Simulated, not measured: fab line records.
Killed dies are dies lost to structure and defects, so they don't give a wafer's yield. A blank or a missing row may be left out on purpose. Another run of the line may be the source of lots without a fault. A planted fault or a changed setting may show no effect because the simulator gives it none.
The tool behind it: which one? / flow n5_finfet / 24 wafers sampled from 8 lots at 1 step of a route of 1938

WHAT THE GAUGES READ, wafer by wafer
N5_BEOL_M4_RC_MEAS_101. Usual: DIBL_N 36.0 mV/V, standard deviation 2.5; DIBL_P 36.7 mV/V, standard deviation 3; IOFF_N 0.16 nA/um, standard deviation 0.043; IOFF_P 0.21 nA/um, standard deviation 0.049; ION_N 673 uA/um, standard deviation 15; ION_P 461 uA/um, standard deviation 9.8; SS_N 71.5 mV/dec, standard deviation 0.83; SS_P 73.4 mV/dec, standard deviation 0.83; VT_N 250 mV, standard deviation 4; VT_P -251 mV, standard deviation 4.
lot=L661; measured=day 9 00:22; on=prober-01; DIBL_N (mV/V)=40.5 32.2 38.0; DIBL_P (mV/V)=41.9 32.5 39.1; IOFF_N (nA/um)=0.23 0.09 0.18; IOFF_P (nA/um)=0.29 0.15 0.24; ION_N (uA/um)=687 647 681; ION_P (uA/um)=465 452 465; SS_N (mV/dec)=72.0 69.8 71.5; SS_P (mV/dec)=73.8 71.4 73.0; VT_N (mV)=244 258 248; VT_P (mV)=-245 -253 -247; flag=
lot=L668; measured=day 10 21:15; on=prober-02; DIBL_N (mV/V)=34.1 34.7 35.0; DIBL_P (mV/V)=31.5 31.4 31.5; IOFF_N (nA/um)=0.12 0.11 0.13; IOFF_P (nA/um)=0.19 0.18 0.20; ION_N (uA/um)=685 651 662; ION_P (uA/um)=473 455 466; SS_N (mV/dec)=70.1 71.0 70.8; SS_P (mV/dec)=72.6 72.2 72.7; VT_N (mV)=253 256 253; VT_P (mV)=-250 -248 -248; flag=
lot=L669; measured=day 10 23:24; on=prober-01; DIBL_N (mV/V)=38.9 33.3 36.2; DIBL_P (mV/V)=38.3 32.8 35.1; IOFF_N (nA/um)=0.19 0.10 0.14; IOFF_P (nA/um)=0.23 0.16 0.18; ION_N (uA/um)=687 648 654; ION_P (uA/um)=462 446 446; SS_N (mV/dec)=72.6 70.9 72.4; SS_P (mV/dec)=74.1 72.7 73.5; VT_N (mV)=248 258 253; VT_P (mV)=-250 -253 -251; flag=
lot=L667; measured=day 11 02:02; on=prober-02; DIBL_N (mV/V)=39.5 35.1 37.1; DIBL_P (mV/V)=40.3 34.3 36.4; IOFF_N (nA/um)=0.23 0.14 0.19; IOFF_P (nA/um)=0.28 0.19 0.21; ION_N (uA/um)=685 686 678; ION_P (uA/um)=460 473 457; SS_N (mV/dec)=72.8 70.6 71.6; SS_P (mV/dec)=74.4 73.1 73.3; VT_N (mV)=245 252 247; VT_P (mV)=-247 -254 -253; flag=
lot=L674; measured=day 13 08:08; on=prober-02; DIBL_N (mV/V)=34.8 31.6 27.6; DIBL_P (mV/V)=37.1 33.3 28.4; IOFF_N (nA/um)=0.16 0.11 0.07; IOFF_P (nA/um)=0.19 0.14 0.11; ION_N (uA/um)=679 664 649; ION_P (uA/um)=462 454 455; SS_N (mV/dec)=71.5 70.2 69.4; SS_P (mV/dec)=73.4 72.8 71.7; VT_N (mV)=248 258 258; VT_P (mV)=-252 -256 -257; flag=
lot=L677; measured=day 13 17:27; on=prober-01; DIBL_N (mV/V)=36.2 35.2 38.7; DIBL_P (mV/V)=37.5 35.9 40.4; IOFF_N (nA/um)=0.17 0.15 0.22; IOFF_P (nA/um)=0.23 0.21 0.29; ION_N (uA/um)=690 686 685; ION_P (uA/um)=470 475 466; SS_N (mV/dec)=71.2 71.5 72.0; SS_P (mV/dec)=73.6 72.8 74.1; VT_N (mV)=246 250 244; VT_P (mV)=-248 -248 -246; flag=
lot=L678; measured=day 14 07:53; on=prober-01; DIBL_N (mV/V)=36.6 35.8 35.0; DIBL_P (mV/V)=39.2 38.0 36.9; IOFF_N (nA/um)=0.19 0.16 0.14; IOFF_P (nA/um)=0.24 0.21 0.20; ION_N (uA/um)=694 684 669; ION_P (uA/um)=479 469 461; SS_N (mV/dec)=70.8 71.7 71.0; SS_P (mV/dec)=73.8 73.5 73.1; VT_N (mV)=242 248 252; VT_P (mV)=-249 -251 -250; flag=
lot=L679; measured=day 14 13:20; on=prober-01; DIBL_N (mV/V)=35.6 37.2 35.3; DIBL_P (mV/V)=36.6 38.3 36.1; IOFF_N (nA/um)=0.14 0.17 0.13; IOFF_P (nA/um)=0.17 0.19 0.16; ION_N (uA/um)=672 683 650; ION_P (uA/um)=454 463 445; SS_N (mV/dec)=71.1 71.8 70.9; SS_P (mV/dec)=72.9 73.6 73.2; VT_N (mV)=252 251 254; VT_P (mV)=-256 -254 -258; flag=

EACH LOT AND THE TOOL THAT RAN IT (in order: tool; ch and the chambers of the sampled wafers; start)
Record: no process step prior to these readings.

AS READ BY THE TOOLS THEMSELVES (means over the sampled wafers that have a number; for cases with no such wafer, the mark the record gives instead)
The record holds no such reading with a usual standard deviation.

THE ANSWER, worked out from the rows above alone
Rule: a lot counts as off when the mean over its wafers that have a number is more than 3 standard deviations away from the usual mean. Also off: a lot with no number at a reading for which 4 or more lots have one. Where the step has rows for the other lots, those lots are counted as sound. After the gauges, taken in route order, come the tools' own readings; for these a lot's mean is taken, as printed above. At the first step where some lot is off, the reading lying furthest off is the one used; lots without a number count as furthest.
No lot is off on any of the readings shown, so nothing can be concluded from this.

WHAT WAS PUT IN BY THE SIMULATOR
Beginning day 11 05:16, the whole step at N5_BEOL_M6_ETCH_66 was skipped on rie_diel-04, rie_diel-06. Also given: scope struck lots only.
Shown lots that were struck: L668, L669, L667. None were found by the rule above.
